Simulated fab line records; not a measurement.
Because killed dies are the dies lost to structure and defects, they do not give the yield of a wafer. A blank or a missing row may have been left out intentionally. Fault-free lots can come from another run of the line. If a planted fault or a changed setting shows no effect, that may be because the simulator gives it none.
What tool caused it? :: flow n5_finfet :: Sampling: 11 lots, 33 wafers, 3 of 1938 route steps

== WHAT EACH GAUGE READ, for each wafer ==
N5_BEOL_M11_OVL_MEAS_12.
lot: L824
measured: day 10 20:19
on: overlay-01
M11_OVL (nm): 1.3 0.6 1.4

lot: L825
measured: day 10 20:44
on: overlay-01
M11_OVL (nm): 0.5 0.0 -0.2

lot: L823
measured: day 10 23:45
on: overlay-01
M11_OVL (nm): -1.1 0.5 0.6

lot: L826
measured: day 11 03:56
on: overlay-01
M11_OVL (nm): 0.4 0.2 0.3

lot: L827
measured: day 11 04:06
on: overlay-02
M11_OVL (nm): 1.3 -0.3 0.5

lot: L829
measured: day 12 03:37
on: overlay-02
M11_OVL (nm): 1.8 0.5 0.9

lot: L832
measured: day 12 20:26
on: overlay-01
M11_OVL (nm): 0.1 1.2 0.2

lot: L833
measured: day 13 03:59
on: overlay-02
M11_OVL (nm): 0.5 -0.7 0.3

lot: L841
measured: day 15 05:55
on: overlay-02
M11_OVL (nm): 12.2 11.6 12.0

lot: L843
measured: day 16 05:29
on: overlay-02
M11_OVL (nm): 12.5 12.5 11.5

lot: L845
measured: day 16 05:49
on: overlay-01
M11_OVL (nm): -1.1 -0.4 -1.0

== WHICH TOOL RAN EACH LOT (tool, then ch and the chambers of the sampled wafers, then the start) ==
lot: L824
N5_BEOL_M10_SPUTTER_48: pvd_sputter-02, day 10 16:26
N5_BEOL_M11_EXPOSE_08: arfi_scanner-01 ch 0, day 10 20:09

lot: L825
N5_BEOL_M10_SPUTTER_48: pvd_sputter-01, day 10 17:52
N5_BEOL_M11_EXPOSE_08: arfi_scanner-01 ch 0, day 10 20:35

lot: L823
N5_BEOL_M10_SPUTTER_48: pvd_sputter-01, day 10 20:02
N5_BEOL_M11_EXPOSE_08: arfi_scanner-03 ch 0, day 10 23:35

lot: L826
N5_BEOL_M10_SPUTTER_48: pvd_sputter-01, day 11 00:31
N5_BEOL_M11_EXPOSE_08: arfi_scanner-03 ch 0, day 11 03:47

lot: L827
N5_BEOL_M10_SPUTTER_48: pvd_sputter-01, day 11 01:01
N5_BEOL_M11_EXPOSE_08: arfi_scanner-02 ch 0, day 11 03:56

lot: L829
N5_BEOL_M10_SPUTTER_48: pvd_sputter-01, day 12 00:16
N5_BEOL_M11_EXPOSE_08: arfi_scanner-01 ch 0, day 12 03:27

lot: L832
N5_BEOL_M10_SPUTTER_48: pvd_sputter-01, day 12 17:15
N5_BEOL_M11_EXPOSE_08: arfi_scanner-01 ch 0, day 12 20:16

lot: L833
N5_BEOL_M10_SPUTTER_48: pvd_sputter-01, day 13 01:02
N5_BEOL_M11_EXPOSE_08: arfi_scanner-01 ch 0, day 13 03:50

lot: L841
N5_BEOL_M10_SPUTTER_48: pvd_sputter-01, day 15 01:23
N5_BEOL_M11_EXPOSE_08: arfi_scanner-01 ch 0, day 15 05:46

lot: L843
N5_BEOL_M10_SPUTTER_48: pvd_sputter-01, day 16 00:19
N5_BEOL_M11_EXPOSE_08: arfi_scanner-01 ch 0, day 16 05:20

lot: L845
N5_BEOL_M10_SPUTTER_48: pvd_sputter-02, day 16 00:49
N5_BEOL_M11_EXPOSE_08: arfi_scanner-03 ch 0, day 16 05:40
- N5_BEOL_M10_SPUTTER_48: material Cu, target thk 12 nm, time 2 s.
- N5_BEOL_M11_EXPOSE_08: exposes mask M11.

== THE ANSWER, worked out from the rows above alone ==
Rule: the usual values come from the lots themselves. Put in order of their means at a reading, lots are off if they are a third of the lots or fewer, leave a main group of 4 or more, and stand apart from it by a gap of 3 or more times the standard deviation of the main group's means; of several such gaps the widest counts. Not used: any main group whose means are identical at the precision the tables above print for the reading. Also off: a lot with no number at a reading for which 4 or more lots have one. Where the step has rows for the other lots, those lots are counted as sound.
Off: L841, L843, seen at N5_BEOL_M11_OVL_MEAS_12 (M11_OVL). For the main group the mean is 0.3 nm and the standard deviation 0.56.
A tool fits if, at a process step before that reading, it ran every lot that is off, and no sound lot after the first of them. Gauges at N5_BEOL_M11_OVL_MEAS_12: tried the same way as those tools. Can't be told from this: 3 tools fit, pvd_sputter-01 at N5_BEOL_M10_SPUTTER_48, arfi_scanner-01 at N5_BEOL_M11_EXPOSE_08, overlay-02 at N5_BEOL_M11_OVL_MEAS_12.

== WHAT HAD BEEN PUT IN BY THE SIMULATOR ==
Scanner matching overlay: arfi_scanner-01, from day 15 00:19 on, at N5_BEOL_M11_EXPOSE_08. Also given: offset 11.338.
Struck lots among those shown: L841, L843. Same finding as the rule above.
